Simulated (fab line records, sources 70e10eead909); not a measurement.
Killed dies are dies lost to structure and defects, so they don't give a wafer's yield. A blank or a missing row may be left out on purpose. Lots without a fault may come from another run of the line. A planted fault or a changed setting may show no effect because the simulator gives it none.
A struck lot beside a sound one | flow nand_harc | 15 steps out of a route of 1159
Sound: wafers L675.3, L675.4, L675.6. Struck: wafers L679.2, L679.4, L679.6. The cause comes at the end.
At each step with rows: each side's tool, then ch and its chambers, then its first start. Under that, the readings that differ: sound wafers | struck wafers | difference of the means | sigmas: that difference in standard deviations of wafers without a fault.
alike: readings whose means differ by less than 2 such deviations, and words and numbers that are the same on both sides. not compared: withheld readings, readings that some wafer has no value for, bounds like >300 that may hide the same value, and numbers for which the record gives no deviation and whose values overlap.
The two part at a step that has a row with sigmas, a row that says differs or no value, or rows on one side only. Numbers that don't overlap but have no deviation are shown without sigmas and don't part them. A reading that every wafer of one side lacks parts them only if that side has two wafers or more.

NHARC_P_ZERO_WELL_DESCUM_54: chemistry O2, time 3 s.
  sound on rie_diel-02 ch 0,2, day 2 17:57; struck on rie_diel-07 ch 0,2,3, day 3 17:41
  reading      | sound          | struck         | difference | sigmas
  rf_vpp_V (V) | 58.8 58.8 57.9 | 57.6 56.4 56.2 | -1.8       | -2
  alike: drypump_motor_current_A, oes_product_au, showerhead_plenum_p_Torr, throttle_valve_pct
  not compared: rf_hours_counter_h
then, 5 steps without rows for these wafers: NHARC_P_ZERO_WELL_IMPLANT_55; NHARC_P_ZERO_WELL_IMPLANT_61; NHARC_P_ZERO_WELL_STRIP_56 (strips in SPM, time 840 s); NHARC_P_ZERO_WELL_PRECLEAN_68 (cleans in SC1, time 60 s); NHARC_P_ZERO_WELL_SRD_69.
NHARC_P_ZERO_WELL_RTA_42: time 300 s.
  sound on rtp_anneal-01 ch 0, day 2 19:10; struck on rtp_anneal-02 ch 0, day 3 18:46
  reading             | sound          | struck         | difference | sigmas
  lamp_power_pct (%)  | 32.5 32.5 32.5 | 36.2 36.2 36.3 | +3.7       | +2
  lamp_zone_3_pct (%) | 32.5 32.5 32.4 | 36.3 36.3 36.3 | +3.8       | +2
  alike: anneal_temp_c_max, wafer_temp_C_max
NHARC_P_ZERO_WELL_INSPECT_43:
  sound on defect_inspect-02, day 2 19:37; struck on defect_inspect-01, day 3 19:20
  alike: raw_defect_count
then, 4 steps without rows for these wafers: NHARC_P_STI_ETCH_26 (etches SiO2 in dHF, target depth 11 nm); NHARC_P_STI_PRECLEAN_27 (cleans in SC1); NHARC_P_STI_SRD_28; NHARC_P_STI_OXIDE_29 (material SiO2, target thk 10 nm, ox time 1362 s).
NHARC_P_STI_HM_DEP_30: deposits Si3N4, target thk 80 nm, time 873 s.
  sound on lpcvd-01 ch 1, day 3 03:25; struck on lpcvd-02 ch 0, day 4 09:46
  no value came back on the struck wafers for pressure_mtorr (mTorr), run_length_s (s), spike_tc_bottom_C (C), spike_tc_lower_C (C); on the sound wafers pressure_mtorr (mTorr) reads 300.2 298.7 298.7
then, 1 step without rows for these wafers: NHARC_P_STI_DEHYDRATE_01 (time 120 s).
-- the record jumps here: 18 days lie between the struck wafers' starts before and after (it left off in module P_STI and takes up again in module END, whose first step shown is number 1159 of the route) --
NHARC_END_SORT_01:
  the record has rows for the struck wafers here (prober-01 ch 0, day 22 07:53) and none for the sound ones

WHERE THEY PART
First at NHARC_P_ZERO_WELL_DESCUM_54; last, within this record, at NHARC_END_SORT_01.

WHY: what the simulator had put in
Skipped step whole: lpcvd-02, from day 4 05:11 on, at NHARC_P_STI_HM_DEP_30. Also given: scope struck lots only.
